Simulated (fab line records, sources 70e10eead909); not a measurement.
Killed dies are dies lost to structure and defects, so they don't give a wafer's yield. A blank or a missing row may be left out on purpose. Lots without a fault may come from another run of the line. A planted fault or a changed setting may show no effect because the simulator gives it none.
A struck lot beside a sound one | flow nand_harc | 12 steps out of a route of 1302
Sound: wafers L403.2, L403.5, L403.6. Struck: wafers L414.1, L414.2, L414.5. The cause comes at the end.
At each step with rows: each side's tool, then ch and its chambers, then its first start. Under that, the readings that differ: sound wafers | struck wafers | difference of the means | sigmas: that difference in standard deviations of wafers without a fault.
alike: readings whose means differ by less than 2 such deviations, and words and numbers that are the same on both sides. not compared: withheld readings, readings that some wafer has no value for, bounds like >300 that may hide the same value, and numbers for which the record gives no deviation and whose values overlap.
The two part at a step that has a row with sigmas, a row that says differs or no value, or rows on one side only. Numbers that don't overlap but have no deviation are shown without sigmas and don't part them. A reading that every wafer of one side lacks parts them only if that side has two wafers or more.

NHARC_P_START_INSPECT_01:
  sound on defect_inspect-02, day 3 12:02; struck on defect_inspect-02, day 8 02:02
  alike: raw_defect_count
then, 9 steps without rows for these wafers: NHARC_P_ZERO_WELL_PRECLEAN_00 (cleans in SPM, time 600 s); NHARC_P_ZERO_WELL_SRD_01; NHARC_P_ZERO_WELL_PECVD_02 (deposits SiO2, target thk 10 nm); NHARC_P_ZERO_WELL_DEHYDRATE_03 (time 120 s); NHARC_P_ZERO_WELL_HMDS_04 (time 30 s); NHARC_P_ZERO_WELL_COAT_64 (time 65 s); NHARC_P_ZERO_WELL_COAT_05 (resist thk 600 nm); NHARC_P_ZERO_WELL_SOFTBAKE_06 (time 70 s); NHARC_P_ZERO_WELL_EBR_07.
NHARC_P_ZERO_WELL_EXPOSE_08: exposes mask P ZERO, target cd 500 nm.
  sound on krf_scanner-04 ch 0, day 3 12:59; struck on krf_scanner-02, day 8 03:07
  no value came back on the struck wafers for exposure_dose_mJ_cm2, focus_offset_nm (nm), na; on the sound wafers exposure_dose_mJ_cm2 reads 33.83 33.76 33.77
  alike: mask
then, 1 step without rows for these wafers: NHARC_P_ZERO_WELL_PEB_09 (peb time 80 s).

WHERE THEY PART
Only at NHARC_P_ZERO_WELL_EXPOSE_08, within this record.

WHY: what the simulator had put in
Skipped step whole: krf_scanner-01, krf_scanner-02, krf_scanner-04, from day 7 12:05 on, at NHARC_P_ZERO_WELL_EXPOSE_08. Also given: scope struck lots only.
